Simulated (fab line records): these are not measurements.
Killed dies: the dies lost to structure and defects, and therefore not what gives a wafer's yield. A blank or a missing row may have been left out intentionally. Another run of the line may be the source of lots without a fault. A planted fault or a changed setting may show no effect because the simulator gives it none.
A struck lot beside a sound one -- flow nand_harc -- 15 out of 1159 route steps
Sound: the wafers L498.1, L498.2, L498.3. Wafers struck: L507.1, L507.3, L507.4. The cause comes at the end.
At each step with rows: each side's tool, then ch and its chambers, then its first start. Under that, the readings that differ: sound wafers -- struck wafers -- difference of the means -- sigmas: that difference in standard deviations of wafers without a fault.
alike: same words and numbers on both sides, and readings whose means sit less than 2 such deviations apart. not compared: any withheld reading, any reading some wafer has no value for, any bound like >300 that may hide the same value, and any number with overlapping values for which the record gives no deviation.
Wherever a step has rows on one side only, a row that says differs or no value, or a row with sigmas, the two part there. Numbers that have no deviation but don't overlap get no sigmas and don't part them. Lack of a reading on every wafer of one side parts them only where that side has two or more wafers.

first, 6 steps without rows for these wafers: NHARC_A_SGD_CUT_COAT_03 (resist thk 90 nm); NHARC_A_SGD_CUT_SOFTBAKE_04 (time 55 s); NHARC_A_SGD_CUT_EBR_05; NHARC_A_SGD_CUT_EXPOSE_06 (exposes mask SGD); NHARC_A_SGD_CUT_PEB_07 (peb time 65 s); NHARC_A_SGD_CUT_DEVELOP_08 (develop time 35 s).
NHARC_A_SGD_CUT_CD_MEAS_09: target cd 100 nm.
  sound on cd_sem-03 ch 0, day 16 02:29; struck on cd_sem-01 ch 0, day 17 23:05
  alike: cd_nm
NHARC_A_SGD_CUT_OVL_MEAS_10:
  sound on overlay-01 at day 16 02:35; struck on overlay-01 at day 17 23:11
  alike: overlay_x_nm, overlay_y_nm
NHARC_A_SGD_CUT_INSPECT_11:
  sound on defect_inspect-01 at day 16 02:37; struck on defect_inspect-01 at day 17 23:13
  alike: raw_defect_count
NHARC_A_SGD_CUT_DESCUM_14: chemistry O2, time 3 s.
  sound on rie_diel-06 ch 0,1,3, day 16 02:40; struck on rie_diel-05 ch 0,1,3, day 17 23:17
reading,sound,struck,difference,sigmas
rf_hours_counter_h (h),12 11 11,8 6 6,-5,
  alike: drypump_motor_current_A, oes_product_au, rf_vpp_V, showerhead_plenum_p_Torr, throttle_valve_pct
NHARC_A_SGD_CUT_ETCH_58: etches the open film in CF4, target depth 39 nm, time 65 s.
  sound on rie_diel-06 ch 0,1,3, day 16 02:47; struck on rie_diel-05 ch 0,2,3, day 17 23:22
reading,sound,struck,difference,sigmas
rf_hours_counter_h (h),11 12 11,6 7 6,-5,
  alike: bias_w, cf4_flow_sccm, drypump_motor_current_A, oes_product_au, rf_vpp_V, showerhead_plenum_p_Torr, throttle_valve_pct
NHARC_A_SGD_CUT_ETCH_59: etches the open film in N2/H2, target depth 260 nm, time 406.25 s.
  sound: rie_diel-06 ch 0,1,3; struck: rie_diel-05 ch 0,1,2
reading,sound,struck,difference,sigmas
rf_hours_counter_h (h),12 11 11,8 7 6,-4,
  alike: bias_w, chamber_pressure_mTorr, drypump_motor_current_A, oes_product_au, rf_vpp_V, showerhead_plenum_p_Torr, throttle_valve_pct
NHARC_A_SGD_CUT_ETCH_15: etches the open film in CH3F/O2, target depth 75 nm, time 64.3 s.
  sound on rie_diel-06 ch 0,1,3, day 16 03:14; struck on rie_diel-05 ch 1,2,3, day 17 23:46
  no value came back on the struck wafers for any of 8 readings (bias_w (W), ch3f_flow_sccm (sccm) and others); on the sound wafers bias_w (W) reads 99.53 99.40 99.81
NHARC_A_SGD_CUT_ETCH_16: etches the open film in C4F8/O2/Ar, target depth 310.5 nm, time 155.2 s.
  sound: rie_diel-06 ch 0,1,3; struck: rie_diel-05 ch 0,1,2
reading,sound,struck,difference,sigmas
rf_hours_counter_h (h),12 11 12,8 7 6,-5,
  alike: bias_w, chamber_pressure_mTorr, oes_product_au, rf_vpp_V
-- jump in the record: it breaks off in module A_SGD_CUT and resumes in module END (first step shown: number 1159 of the route), and 6 days separate the struck wafers' starts before and after --
NHARC_END_SORT_01:
  sound on prober-01 ch 0, day 21 10:03; struck on prober-01 ch 0, day 23 12:00
reading,sound,struck,difference,sigmas
hold,- - -,await_dispo/5.8h/scrap await_dispo/5.8h/scrap await_dispo/5.8h/scrap,no value on the sound wafers,
killed_at_array,19 26 17,668 673 674,+651,+59
killed_dies,20 29 20,677 677 677,+654,+54
  alike: killed_at_other, killed_at_periphery, killed_open, killed_short

## WHERE THEY PART
At NHARC_A_SGD_CUT_ETCH_15 first; at NHARC_END_SORT_01 last (within this record only).

WHY: whatever the simulator had introduced
Entire step skipped (rie_diel-05, NHARC_A_SGD_CUT_ETCH_15), from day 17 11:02 onward. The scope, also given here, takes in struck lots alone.
